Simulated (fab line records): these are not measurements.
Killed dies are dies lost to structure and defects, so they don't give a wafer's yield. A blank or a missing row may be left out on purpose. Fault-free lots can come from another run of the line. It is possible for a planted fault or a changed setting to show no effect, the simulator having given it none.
Chamber matching -- flow n5 finfet -- 3 sister chambers for N5_BEOL_M4_ILD_DEP_00 on pecvd-03
The step deposits SiOC from DEMS/O2, target thk 79 nm, time 15.3 s. 14 wafers are shown with their chamber, then 7 later ones without.

== WAFERS PAIRED WITH THEIR CHAMBERS ==
wafer,chamber,throttle valve pct (%),heater power w (W),showerhead plenum p Torr (Torr)
L078.2,0,12.7,343,5.713
L078.3,1,12.3,364,5.688
L078.6,2,10.9,374,5.690
L080.2,2,11.3,402,5.696
L080.3,0,12.9,356,5.694
L080.6,2,11.5,406,5.686
L081.1,0,12.7,354,5.707
L081.3,1,12.6,340,5.704
L081.6,1,12.3,344,5.701
L084.2,0,12.6,304,5.709
L084.3,1,12.3,395,5.708
L084.6,0,12.8,310,5.701
L091.2,0,12.7,321,5.708
L091.3,1,12.3,354,5.699

SIGNATURES (means of the wafers above)
reading,chamber 0,chamber 1,chamber 2,scatter within a chamber
throttle valve pct,12.733,12.360,11.233,0.168
heater power w,331.33,359.40,394.00,21.5
showerhead plenum p Torr,5.70533,5.70000,5.69067,0.00678
Rule: a wafer lies at a distance from a chamber equal to the root of the sum of squares, over the readings, of (its reading less the chamber's mean, divided by the reading's scatter). If the next closest chamber is less than 2 further off than the closest, the wafer can't be placed; otherwise it belongs to the closest. How the scatter is found: for the shown wafers, subtract from each reading the mean of its chamber, square and add these, divide the total by (wafers less chambers), then take the root.

== WAFERS WITH NO CHAMBER GIVEN ==
wafer,throttle valve pct (%),heater power w (W),showerhead plenum p Torr (Torr)
L091.6,12.2,360,5.686
L093.1,12.8,426,5.702
L093.2,11.4,457,5.697
L093.5,12.8,344,5.705
L097.1,12.9,329,5.692
L097.4,12.5,383,5.693
L097.6,13.0,325,5.710

== THE CHAMBER EACH PASSED THROUGH ==
wafer,from the rows above,in truth
L091.6,1,1
L093.1,can't be placed: 1 or 0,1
L093.2,2,2
L093.5,0,0
L097.1,can't be placed: 0 or 1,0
L097.4,can't be placed: 1 or 0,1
L097.6,0,0
4 of 7 placed correctly. Can't be placed from these rows: 3 (the true chamber is among the candidates in 3). Number placed wrongly: 0.
